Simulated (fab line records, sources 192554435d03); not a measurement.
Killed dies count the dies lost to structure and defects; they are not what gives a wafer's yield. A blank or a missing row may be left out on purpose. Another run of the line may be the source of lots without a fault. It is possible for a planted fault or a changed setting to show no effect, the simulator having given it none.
fab line records	flow n5Finfet	part 1 of 2: steps 1 to 23 of 29
record: lots: 5	wafers: 15	lastDay: 18
route steps=1938 shown BEOL_M9@1460 BEOL_M10@1470
lots untouched by any fault: they come from a run of this same line in which no faults occurred
startH: hours from the record's opening day to when the first of the lot's shown wafers began	waitH: hours since the lot's step before	" same as the row above	L1.1+2: several wafers, shown together as one row	- either no value or no given start	* or withheld: withheld	< > ~ a bound
route shown NAME@n: a module of which the file shows steps, and the number in the route of the first	usual: mean/standard deviation of fault-free wafers	same: alike in all rows	chamber/n: place in a boat	sites: per-site readings	_std_site: how widely they spread, as a standard deviation	_edge_site: mean of outer sites minus mean of inner sites	radiusMm: how far each site lies from the wafer's centre	mask NAME#n: copy n	behind: the last tool/chamber to shape the wafer	hold: why the lot was held/for how many hours/how that ended	device: transistor that didn't switch, given as n, p or np	end of line: the same wafers' tests at the end of the route	for a step that has no rows: nothing shown but its recipe	killed: at the first sort, the dies lost to defects and structure; wafer yield is something else	map: a wafer's dies, marking killed ones x, the rest . and places with no die _
set.NAME: the setting that was run; set.NAME@STEP: the one run at that earlier step	model.NAME: the simulator's own value behind a step, which no gauge read
lots at some steps of the route; a table a step, a row a wafer
services: when a tool's chamber went out of use (startH, in hours from the record's first day, below 0 if earlier), for how many hours, and the reason
== steps ==
step: N5_BEOL_M9_CVD_78
recipe: material: Co	targetThkA: 20	tempC: withheld	precursor: CCTBA/H2	pressureTorr: 30	timeS: 138.9
lot.wafer	tool	chamber	startH	waitH
L081.1+4+6	cvdCo-02	0,1,2	296.90	0.1
L082.2+3+5	cvdCo-02	2,0,0	300.79	0.1
L084.1+3+6	cvdCo-02	2,1,1	335.78	0.0
L089.2+5+6	cvdCo-01	2,0,2	354.02	0.2
L090.3+4+5	cvdCo-02	2,0,2	363.82	0.0
step: N5_BEOL_M9_SPUTTER_48
recipe: material: Cu	targetThkA: 120	tempC: -20	biasV: 60	powerW: 26000	chamberPressurePa: 0.13	timeS: 2
usual: substrateTempC: -20.00/0.11	throttleValvePct: 29.7/0.9
lot.wafer	tool	chamber	startH	waitH	substrateTempC	throttleValvePct
L081.1	pvdSputter-01	-	297.26	0.3	-20.10	28.5
L081.4	"	-	"	"	-20.20	28.5
L081.6	"	-	"	"	-20.27	28.6
L082.2	pvdSputter-03	-	300.94	0.1	-19.90	29.2
L082.3	"	-	"	"	-20.16	29.8
L082.5	"	-	"	"	-20.04	30.9
L084.1	pvdSputter-03	-	335.94	0.1	-20.00	31.3
L084.3	"	-	"	"	-20.09	29.0
L084.6	"	-	"	"	-19.90	31.2
L089.2	pvdSputter-02	-	354.21	0.1	-19.82	29.4
L089.5	"	-	"	"	-20.01	29.9
L089.6	"	-	"	"	-19.82	29.3
L090.3	pvdSputter-02	-	364.70	0.8	-20.14	29.2
L090.4	"	-	"	"	-19.94	28.5
L090.5	"	-	"	"	-19.98	29.8
step: N5_BEOL_M9_ECD_50
recipe: material: Cu	targetThkA: 3180
lot.wafer	tool	chamber	startH	waitH
L081.1+4+6	ecdCu-01	0,0,1	297.39	0.1
L082.2+3+5	ecdCu-02	0,1,1	301.06	0.1
L084.1+3+6	ecdCu-01	1,1,0	336.06	0.1
L089.2+5+6	ecdCu-02	0,0,1	354.32	0.1
L090.3+4+5	ecdCu-01	1,0,1	364.86	0.1
step: N5_BEOL_M9_ANNEAL_51
recipe: tempC: 225	timeS: 90	ambient: N2
usual: wafer_temp_C_max: 225.84/0.25
lot.wafer	tool	chamber	startH	waitH	wafer_temp_C_max
L081.1	rtpAnneal-02	0	297.68	0.3	225.76
L081.4	"	0	"	"	225.98
L081.6	"	0	"	"	226.12
L082.2	rtpAnneal-02	0	301.22	0.1	226.18
L082.3	"	0	"	"	225.89
L082.5	"	0	"	"	225.87
L084.1	rtpAnneal-02	0	336.17	0.1	225.87
L084.3	"	0	"	"	225.78
L084.6	"	0	"	"	225.77
L089.2	rtpAnneal-02	0	354.71	0.4	225.70
L089.5	"	0	"	"	225.83
L089.6	"	0	"	"	225.52
L090.3	rtpAnneal-01	0	365.08	0.2	226.12
L090.4	"	0	"	"	225.79
L090.5	"	0	"	"	226.29
step: N5_BEOL_M9_CMP_52
recipe: stopOn: SiCOH_lowk	tOverpolishS: 7	downForcePsi: 1	platenRpm: 50	clearingPlatenDownForcePsi: 1.5	clearingPlatenRpm: 50	postCmpClean: cuAlkaline	targetThkNm: 140	clearingPlatenPadVelocityMS: 0.99484	padVelocityMS: 0.99484
usual: barrierFieldEndpointS: 28.8/0.79	clearingPlatenDownForcePsi: 1.500/0.003	edgeZonePressureFrac: 1.000/0.0053	motorCurrentA: 6.0/0.75	overpolishRunS: 6.999/0.0097	platenRpm: 50.00/0.036	retainingRingPressureFrac: 1.000/0.0048	timeToEndpointS: 65.6/2.8
lot.wafer	tool	chamber	startH	waitH	barrierFieldEndpointS	clearingPlatenDownForcePsi	edgeZonePressureFrac	motorCurrentA	overpolishRunS	platenRpm	retainingRingPressureFrac	timeToEndpointS
L081.4	cmp-03	0	297.99	0.1	28.3	1.496	0.997	6.1	7.002	50.04	0.997	65.0
L081.1	"	1	"	"	28.6	1.502	0.997	5.2	7.003	50.02	0.998	68.2
L081.6	"	1	"	"	28.6	1.502	1.000	5.5	6.994	50.03	0.998	65.4
L082.2	cmp-04	3	301.47	0.2	28.8	1.500	1.002	7.1	6.999	50.07	1.000	67.1
L082.3	"	0	"	"	29.1	1.499	0.995	5.5	7.003	50.00	1.002	68.5
L082.5	"	3	"	"	29.2	1.499	0.996	7.2	7.000	50.01	1.001	67.3
L084.3	cmp-03	3	336.51	0.2	30.3	1.499	0.991	5.8	7.000	50.04	0.999	72.0
L084.1	"	0	"	"	29.4	1.501	0.997	5.5	6.992	49.98	1.002	69.4
L084.6	"	3	"	"	29.7	1.498	0.985	6.0	6.992	50.04	0.993	70.8
L089.2	cmp-01	1	354.96	0.2	27.3	1.501	1.002	4.9	6.989	49.98	1.004	61.2
L089.6	"	1	"	"	28.5	1.500	1.004	4.9	6.983	49.99	1.004	61.1
L089.5	"	2	"	"	28.5	1.502	1.004	7.5	6.989	50.01	1.005	63.7
L090.4	cmp-01	3	365.28	0.1	28.5	1.500	0.997	5.7	6.986	49.99	1.005	67.1
L090.3	"	1	"	"	28.7	1.495	1.002	5.3	7.020	49.98	1.003	63.6
L090.5	"	3	"	"	29.1	1.496	0.999	5.5	6.996	49.98	1.006	64.8
step: N5_BEOL_M9_THK_MEAS_53
recipe: thkMeasGauge: xrf	reads: Cu_of_BEOL_M9_ECD_50
usual: M9_THK: 139/3.4
lot.wafer	tool	chamber	startH	waitH	M9_THK[nm]
L081.1	filmMetro-02	-	298.28	-	140
L081.4	"	-	"	"	139
L081.6	"	-	"	"	141
L082.2	filmMetro-02	-	301.76	-	139
L082.3	"	-	"	"	141
L082.5	"	-	"	"	140
L084.1	filmMetro-02	-	336.76	-	138
L084.3	"	-	"	"	140
L084.6	"	-	"	"	143
L089.2	filmMetro-01	-	355.26	-	140
L089.5	"	-	"	"	135
L089.6	"	-	"	"	134
L090.3	filmMetro-02	-	365.58	-	136
L090.4	"	-	"	"	142
L090.5	"	-	"	"	141
step: N5_BEOL_M9_PRE_CLEAN_55
recipe: gas: NH3	timeS: 15	tempC: withheld	rfPowerW: 300
usual: rfFwdPowerW: 295.1/1.5
lot.wafer	tool	chamber	startH	waitH	rfFwdPowerW
L081.1	pecvd-02	2	298.32	0.0	292.6
L081.4	"	1	"	"	295.2
L081.6	"	0	"	"	293.2
L082.2	pecvd-03	2	301.80	0.0	294.8
L082.3	"	1	"	"	296.7
L082.5	"	2	"	"	294.4
L084.1	pecvd-03	2	336.80	0.0	295.1
L084.3	"	0	"	"	295.4
L084.6	"	1	"	"	295.8
L089.2	pecvd-02	2	355.30	0.0	292.5
L089.5	"	1	"	"	295.4
L089.6	"	2	"	"	292.4
L090.3	pecvd-04	2	365.63	0.0	297.0
L090.4	"	1	"	"	296.9
L090.5	"	2	"	"	296.7
step: N5_BEOL_M9_DEP_56
recipe: material: SiCN	targetThkA: 150	tempC: withheld	precursor: 3MS/NH3	pressureTorr: 3	rfW: 202	timeS: 26.5
usual: rfFwdPowerW: 199.9/0.74	showerheadPlenumPTorr: 3.663/0.015	throttleValvePct: 8.9/0.48
lot.wafer	tool	chamber	startH	waitH	rfFwdPowerW	showerheadPlenumPTorr	throttleValvePct
L081.1	pecvd-02	2	298.35	0.0	198.6	3.636	9.4
L081.4	"	1	"	"	199.4	3.687	8.9
L081.6	"	0	"	"	200.4	3.665	9.4
L082.2	pecvd-03	2	301.83	0.0	200.1	3.669	8.1
L082.3	"	1	"	"	201.8	3.656	8.5
L082.5	"	2	"	"	199.8	3.678	8.2
L084.1	pecvd-03	2	336.83	0.0	200.0	3.668	8.0
L084.3	"	0	"	"	200.1	3.655	9.5
L084.6	"	1	"	"	200.7	3.655	8.7
L089.2	pecvd-02	2	355.34	0.0	198.6	3.625	9.3
L089.5	"	1	"	"	200.2	3.674	9.2
L089.6	"	2	"	"	199.3	3.629	9.2
L090.3	pecvd-04	2	365.68	0.0	200.4	3.655	8.5
L090.4	"	1	"	"	199.8	3.667	8.4
L090.5	"	2	"	"	199.6	3.651	8.5
step: N5_BEOL_M9_RS_MEAS_57
recipe: thkMeasGauge: four-point-probe	reads: Cu_of_BEOL_M9_ECD_50+Co_of_BEOL_M9_CVD_78+TaN_of_BEOL_M9_ALD_74
usual: M9_RS: 0.150/0.0037
lot.wafer	tool	chamber	startH	waitH	M9_RS[ohm/sq]
L081.1	filmMetro-02	-	298.42	0.1	0.151
L081.4	"	-	"	"	0.153
L081.6	"	-	"	"	0.150
L082.2	filmMetro-01	-	301.90	0.1	0.150
L082.3	"	-	"	"	0.147
L082.5	"	-	"	"	0.149
L084.1	filmMetro-02	-	336.90	0.1	0.153
L084.3	"	-	"	"	0.149
L084.6	"	-	"	"	0.146
L089.2	filmMetro-01	-	355.43	0.1	0.148
L089.5	"	-	"	"	0.153
L089.6	"	-	"	"	0.156
L090.3	filmMetro-02	-	365.75	0.1	0.155
L090.4	"	-	"	"	0.148
L090.5	"	-	"	"	0.150
step: N5_BEOL_M9_INSPECT_58
recipe: inspectInstrument: darkfield	mode: postDep
usual: rawDefectCount: 68/21
lot.wafer	tool	chamber	startH	waitH	rawDefectCount
L081.1	defectInspect-02	-	298.45	0.0	81
L081.4	"	-	"	"	86
L081.6	"	-	"	"	72
L082.2	defectInspect-01	-	301.93	0.0	95
L082.3	"	-	"	"	87
L082.5	"	-	"	"	80
L084.1	defectInspect-02	-	336.92	0.0	63
L084.3	"	-	"	"	89
L084.6	"	-	"	"	61
L089.2	defectInspect-02	-	355.46	0.0	54
L089.5	"	-	"	"	117
L089.6	"	-	"	"	71
L090.3	defectInspect-01	-	365.78	0.0	31
L090.4	"	-	"	"	42
L090.5	"	-	"	"	73
step: N5_BEOL_M10_ILD_DEP_00
recipe: material: SiCOH_lowk	targetThkA: 3085.1	tempC: 300	precursor: DEMS/porogen	pressureTorr: 5	rfW: 500	timeS: 58
usual: heaterPowerOuterW: 146/28	heaterPowerW: 318/48	rfFwdPowerW: 496.1/1.8	showerheadPlenumPTorr: 5.732/0.019	throttleValvePct: 13.8/0.62
lot.wafer	tool	chamber	startH	waitH	heaterPowerOuterW	heaterPowerW	rfFwdPowerW	showerheadPlenumPTorr	throttleValvePct
L081.1	pecvd-02	1	298.48	0.0	160	335	498.4	5.755	13.9
L081.4	"	0	"	"	202	376	495.3	5.746	14.3
L081.6	"	2	"	"	138	353	491.3	5.714	13.9
L082.2	pecvd-04	0	301.96	0.0	113	231	497.9	5.751	14.5
L082.3	"	1	"	"	138	307	498.0	5.748	13.5
L082.5	"	2	"	"	125	284	495.7	5.720	13.1
L084.1	pecvd-02	1	336.96	0.0	177	357	496.6	5.756	13.8
L084.3	"	0	"	"	220	387	494.7	5.741	14.7
L084.6	"	2	"	"	136	352	492.4	5.703	14.2
L089.2	pecvd-01	1	355.49	0.0	113	313	499.0	5.721	12.8
L089.5	"	1	"	"	120	321	495.8	5.707	13.1
L089.6	"	0	"	"	157	331	495.5	5.727	14.6
L090.3	pecvd-02	1	365.84	0.1	157	317	498.5	5.763	13.5
L090.4	"	2	"	"	152	363	494.3	5.690	14.3
L090.5	"	2	"	"	157	390	492.9	5.711	14.3
step: N5_BEOL_M10_CURE_71
recipe: tempC: 385	timeS: 240	ambient: He/Ar	material: SiCOH_lowk
usual: lampPowerPct: 52.31/0.053	wafer_temp_C_max: 386.8/0.58
lot.wafer	tool	chamber	startH	waitH	lampPowerPct	wafer_temp_C_max
L081.1	uvCure-03	1	298.56	0.0	52.30	387.0
L081.4	"	1	"	"	52.39	387.2
L081.6	"	1	"	"	52.32	386.8
L082.2	uvCure-03	2	302.12	0.1	52.40	386.3
L082.3	"	2	"	"	52.31	387.2
L082.5	"	2	"	"	52.30	386.6
L084.1	uvCure-03	1	337.04	0.0	52.25	386.8
L084.3	"	1	"	"	52.32	387.3
L084.6	"	1	"	"	52.30	387.9
L089.2	uvCure-03	1	356.12	0.6	52.44	386.6
L089.5	"	1	"	"	52.27	387.2
L089.6	"	1	"	"	52.34	386.7
L090.3	uvCure-03	2	366.08	0.2	52.39	387.1
L090.4	"	2	"	"	52.30	387.7
L090.5	"	2	"	"	52.36	386.4
step: N5_BEOL_M10_THK_MEAS_01
recipe: reads: SiCOH_lowk_of_BEOL_M10_ILD_DEP_00
usual: M10_ILD_THK: 269/3.4
lot.wafer	tool	chamber	startH	waitH	M10_ILD_THK[nm]
L081.1	filmMetro-01	-	299.07	0.4	267
L081.4	"	-	"	"	269
L081.6	"	-	"	"	275
L082.2	filmMetro-02	-	302.55	0.4	266
L082.3	"	-	"	"	266
L082.5	"	-	"	"	274
L084.1	filmMetro-01	-	337.55	0.4	269
L084.3	"	-	"	"	266
L084.6	"	-	"	"	265
L089.2	filmMetro-02	-	356.95	0.7	266
L089.5	"	-	"	"	269
L089.6	"	-	"	"	272
L090.3	filmMetro-02	-	366.43	0.3	268
L090.4	"	-	"	"	269
L090.5	"	-	"	"	269
step: N5_BEOL_M10_PECVD_70
recipe: material: SiO2	targetThkA: 200	tempC: 400	precursor: TEOS/O2	pressureTorr: 5.5	rfW: 450	teosFlowSccm: 53.8	gas: O2	flowSccm: 3000	timeS: 22.7
usual: heaterPowerOuterW: 424/56	heaterPowerW: 727/87	rfFwdPowerW: 444.7/2.1	showerheadPlenumPTorr: 8.75/0.087	throttleValvePct: 22.3/0.96
lot.wafer	tool	chamber	startH	waitH	heaterPowerOuterW	heaterPowerW	rfFwdPowerW	showerheadPlenumPTorr	throttleValvePct
L081.1	pecvd-01	0	299.11	0.0	466	783	443.1	8.80	23.6
L081.4	"	0	"	"	453	802	443.9	8.77	23.7
L081.6	"	1	"	"	330	657	449.5	8.62	20.9
L082.2	pecvd-02	2	302.59	0.0	426	798	444.4	8.65	23.0
L082.3	"	0	"	"	484	791	444.5	8.84	23.3
L082.5	"	2	"	"	421	794	443.5	8.65	22.8
L084.1	pecvd-02	0	337.59	0.0	545	845	445.9	8.83	23.3
L084.3	"	1	"	"	488	806	445.7	8.88	22.1
L084.6	"	2	"	"	492	896	439.5	8.63	23.0
L089.2	pecvd-02	2	356.99	0.0	497	904	442.3	8.62	23.1
L089.5	"	1	"	"	405	696	447.0	8.87	22.2
L089.6	"	2	"	"	506	908	443.2	8.62	22.8
L090.3	pecvd-01	0	366.47	0.0	378	677	441.4	8.79	23.7
L090.4	"	1	"	"	397	767	445.9	8.63	21.1
L090.5	"	0	"	"	382	667	444.5	8.81	23.7
step: N5_BEOL_M10_HM_DEP_02
recipe: material: TiN	targetThkA: 200	tempC: 25	chamberPressurePa: 0.49996
usual: substrateTempC: 25.00/0.1	throttleValvePct: 29.8/0.96
lot.wafer	tool	chamber	startH	waitH	substrateTempC	throttleValvePct
L081.1	pvdSputter-01	-	300.04	0.9	24.90	28.5
L081.4	"	-	"	"	24.95	30.0
L081.6	"	-	"	"	25.04	29.9
L082.2	pvdSputter-01	-	304.34	1.7	24.97	30.3
L082.3	"	-	"	"	25.07	31.6
L082.5	"	-	"	"	25.01	29.8
L084.1	pvdSputter-03	-	338.10	0.5	24.79	30.2
L084.3	"	-	"	"	25.13	29.9
L084.6	"	-	"	"	24.82	31.3
L089.2	pvdSputter-01	-	357.71	0.7	24.88	29.8
L089.5	"	-	"	"	25.16	30.0
L089.6	"	-	"	"	25.01	31.6
L090.3	pvdSputter-03	-	366.83	0.3	24.89	30.2
L090.4	"	-	"	"	25.03	30.2
L090.5	"	-	"	"	25.04	31.0
step: N5_BEOL_M10_COAT_59
recipe: resist: SOC	tempC: 250	timeS: 60	spinRpm: 1500	resistThkNm: 100
usual: dispensePressureKPa: 51.9/2.1	heaterPowerTotalW: 500.5/1.8	plateTempC: 250.02/0.17
lot.wafer	tool	chamber	startH	waitH	dispensePressureKPa	heaterPowerTotalW	plateTempC
L081.1	lithoTrack-04	0	300.17	0.1	50.5	498.3	250.08
L081.4	"	0	"	"	50.5	499.1	250.28
L081.6	"	0	"	"	50.5	497.8	250.18
L082.2	lithoTrack-04	0	304.47	0.1	50.6	500.6	250.20
L082.3	"	0	"	"	50.5	501.6	250.03
L082.5	"	0	"	"	50.5	500.6	250.08
L084.1	lithoTrack-04	0	338.23	0.1	50.5	502.5	249.94
L084.3	"	0	"	"	50.6	502.3	249.75
L084.6	"	0	"	"	50.5	498.1	249.91
L089.2	lithoTrack-03	0	357.84	0.1	49.6	501.9	250.08
L089.5	"	0	"	"	49.6	498.9	250.04
L089.6	"	0	"	"	49.6	501.6	250.27
L090.3	lithoTrack-04	0	366.95	0.1	50.6	499.5	250.13
L090.4	"	0	"	"	50.5	498.7	250.11
L090.5	"	0	"	"	50.6	502.6	250.10
step: N5_BEOL_M10_COAT_60
recipe: resist: SiARC	tempC: 220	timeS: 60	spinRpm: 1500	resistThkNm: 30
usual: dispensePressureKPa: 51.9/2.1	heaterPowerTotalW: 427.6/2.1	plateTempC: 220.00/0.15
lot.wafer	tool	chamber	startH	waitH	dispensePressureKPa	heaterPowerTotalW	plateTempC
L081.1	lithoTrack-04	0	-	-	50.5	425.4	220.03
L081.4	"	0	"	"	50.5	431.0	220.21
L081.6	"	0	"	"	50.6	425.8	219.80
L082.2	lithoTrack-04	0	-	-	50.6	428.1	220.20
L082.3	"	0	"	"	50.6	429.4	220.18
L082.5	"	0	"	"	50.6	426.5	220.10
L084.1	lithoTrack-04	0	-	-	50.5	428.1	220.17
L084.3	"	0	"	"	50.5	430.1	220.02
L084.6	"	0	"	"	50.5	424.7	219.77
L089.2	lithoTrack-03	0	-	-	49.6	424.8	220.07
L089.5	"	0	"	"	49.6	427.9	219.83
L089.6	"	0	"	"	49.6	424.6	219.97
L090.3	lithoTrack-04	0	-	-	50.5	427.0	220.10
L090.4	"	0	"	"	50.6	425.5	220.04
L090.5	"	0	"	"	50.5	430.4	220.09
step: N5_BEOL_M10_COAT_05
recipe: resist: CAR-ArF	spinRpm: 1500	resistThkNm: 90
usual: dispensePressureKPa: 51.9/2.2
lot.wafer	tool	chamber	startH	waitH	dispensePressureKPa
L081.1	lithoTrack-04	0	-	-	50.5
L081.4	"	0	"	"	50.5
L081.6	"	0	"	"	50.5
L082.2	lithoTrack-04	0	-	-	50.5
L082.3	"	0	"	"	50.5
L082.5	"	0	"	"	50.5
L084.1	lithoTrack-04	0	-	-	50.5
L084.3	"	0	"	"	50.5
L084.6	"	0	"	"	50.5
L089.2	lithoTrack-03	0	-	-	49.5
L089.5	"	0	"	"	49.5
L089.6	"	0	"	"	49.5
L090.3	lithoTrack-04	0	-	-	50.5
L090.4	"	0	"	"	50.5
L090.5	"	0	"	"	50.5
step: N5_BEOL_M10_EBR_07
recipe: solvent: PGMEA	ebrWidthMm: 1.5
lot.wafer	tool	chamber	startH	waitH
L081.1+4+6	lithoTrack-04	0	-	-
L082.2+3+5	lithoTrack-04	0	-	-
L084.1+3+6	lithoTrack-04	0	-	-
L089.2+5+6	lithoTrack-03	0	-	-
L090.3+4+5	lithoTrack-04	0	-	-
step: N5_BEOL_M10_SOFTBAKE_06
recipe: tempC: 110	timeS: 60	resist: CAR-ArF
usual: heaterPowerTotalW: 175.4/1.6	plateTempC: 110.00/0.14
lot.wafer	tool	chamber	startH	waitH	heaterPowerTotalW	plateTempC
L081.1	lithoTrack-04	0	-	-	175.9	110.13
L081.4	"	0	"	"	172.9	110.16
L081.6	"	0	"	"	177.5	110.14
L082.2	lithoTrack-04	0	-	-	173.2	109.70
L082.3	"	0	"	"	177.5	109.97
L082.5	"	0	"	"	174.6	109.91
L084.1	lithoTrack-04	0	-	-	173.2	110.00
L084.3	"	0	"	"	173.5	110.01
L084.6	"	0	"	"	174.3	109.99
L089.2	lithoTrack-03	0	-	-	175.3	109.85
L089.5	"	0	"	"	175.8	110.11
L089.6	"	0	"	"	174.5	110.11
L090.3	lithoTrack-04	0	-	-	175.2	109.82
L090.4	"	0	"	"	173.2	109.90
L090.5	"	0	"	"	176.6	110.08
step: N5_BEOL_M10_EXPOSE_08
recipe: maskId: M10	na: 1.35	sourceShape: dipole	sigmaInner: 0.411	sigmaOuter: 0.611	polarization: te	doseMj: 53.75
lot.wafer	tool	chamber	startH	waitH	mask
L081.1+4+6	arfiScanner-02	0	300.41	-	M10#0
L082.2+3+5	arfiScanner-03	0	304.84	-	M10#0
L084.1+3+6	arfiScanner-03	0	338.47	-	M10#0
L089.2+5+6	arfiScanner-02	0	358.09	-	M10#0
L090.3+4+5	arfiScanner-03	0	367.21	-	M10#0
step: N5_BEOL_M10_PEB_09
recipe: pebTempC: withheld	pebTimeS: 60	resist: CAR-ArF
same: pebTimeS: 60
lot.wafer	tool	chamber	startH	waitH
L081.1+4+6	lithoTrack-03	0	300.47	0.1
L082.2+3+5	lithoTrack-02	0	304.90	0.0
L084.1+3+6	lithoTrack-02	0	338.53	0.1
L089.2+5+6	lithoTrack-02	0	358.14	0.0
L090.3+4+5	lithoTrack-04	0	367.26	0.0
step: N5_BEOL_M10_DEVELOP_10
recipe: developTimeS: 30	developer: TMAH	resist: CAR-ArF	rinseLiquid: diw	dry: airSpin	devTempC: 23
lot.wafer	tool	chamber	startH	waitH
L081.1+4+6	lithoTrack-03	0	-	-
L082.2+3+5	lithoTrack-02	0	-	-
L084.1+3+6	lithoTrack-02	0	-	-
L089.2+5+6	lithoTrack-02	0	-	-
L090.3+4+5	lithoTrack-04	0	-	-
